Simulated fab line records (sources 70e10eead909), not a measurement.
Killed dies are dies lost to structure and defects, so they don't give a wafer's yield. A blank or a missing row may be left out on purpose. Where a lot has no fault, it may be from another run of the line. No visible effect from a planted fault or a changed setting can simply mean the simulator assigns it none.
Chamber matching / flow nand harc / NHARC_P_GATE_ETCH_32 on rie si-02: 4 sister chambers
The step etches the open film in HBr/Cl2, target depth 150 nm, time 100.1 s. 4 wafers are shown with their chamber, then 9 later ones without.

## EACH WAFER AND ITS CHAMBER
wafer=L082.5; chamber=0; drypump motor current A (A)=5.4
wafer=L083.2; chamber=1; drypump motor current A (A)=5.3
wafer=L086.5; chamber=3; drypump motor current A (A)=5.0
wafer=L086.6; chamber=2; drypump motor current A (A)=6.2

## WAFERS MISSING THEIR CHAMBER
wafer=L091.1; drypump motor current A (A)=5.2
wafer=L091.3; drypump motor current A (A)=5.5
wafer=L091.6; drypump motor current A (A)=6.2
wafer=L094.4; drypump motor current A (A)=6.2
wafer=L094.5; drypump motor current A (A)=5.4
wafer=L094.6; drypump motor current A (A)=5.1
wafer=L095.1; drypump motor current A (A)=5.3
wafer=L095.2; drypump motor current A (A)=5.1
wafer=L095.4; drypump motor current A (A)=6.2

## WHICH CHAMBER EACH ONE RAN IN
wafer=L091.1; from the rows above=can't be placed: 1 or 0 or 3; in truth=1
wafer=L091.3; from the rows above=can't be placed: 0 or 1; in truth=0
wafer=L091.6; from the rows above=2; in truth=2
wafer=L094.4; from the rows above=2; in truth=2
wafer=L094.5; from the rows above=can't be placed: 0 or 1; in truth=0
wafer=L094.6; from the rows above=can't be placed: 3 or 1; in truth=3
wafer=L095.1; from the rows above=can't be placed: 1 or 0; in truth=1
wafer=L095.2; from the rows above=can't be placed: 3 or 1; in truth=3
wafer=L095.4; from the rows above=2; in truth=2
Placed correctly: 3 of 9. Cannot be placed on the basis of these rows: 6; the candidates contain the true chamber in 6. Wrongly placed: 0.
How it was worked out, from the rows above alone: a wafer's distance from a chamber is the root of the sum, over the readings, of the square of ((its reading less the chamber's mean) divided by the reading's scatter). If the next closest chamber is less than 2 further off than the closest, the wafer can't be placed; otherwise it belongs to the closest. Each chamber's mean is taken over the wafers shown for it. The scatter: root of mean squared gap, hidden wafer to nearest shown wafer, with one shown wafer a chamber.
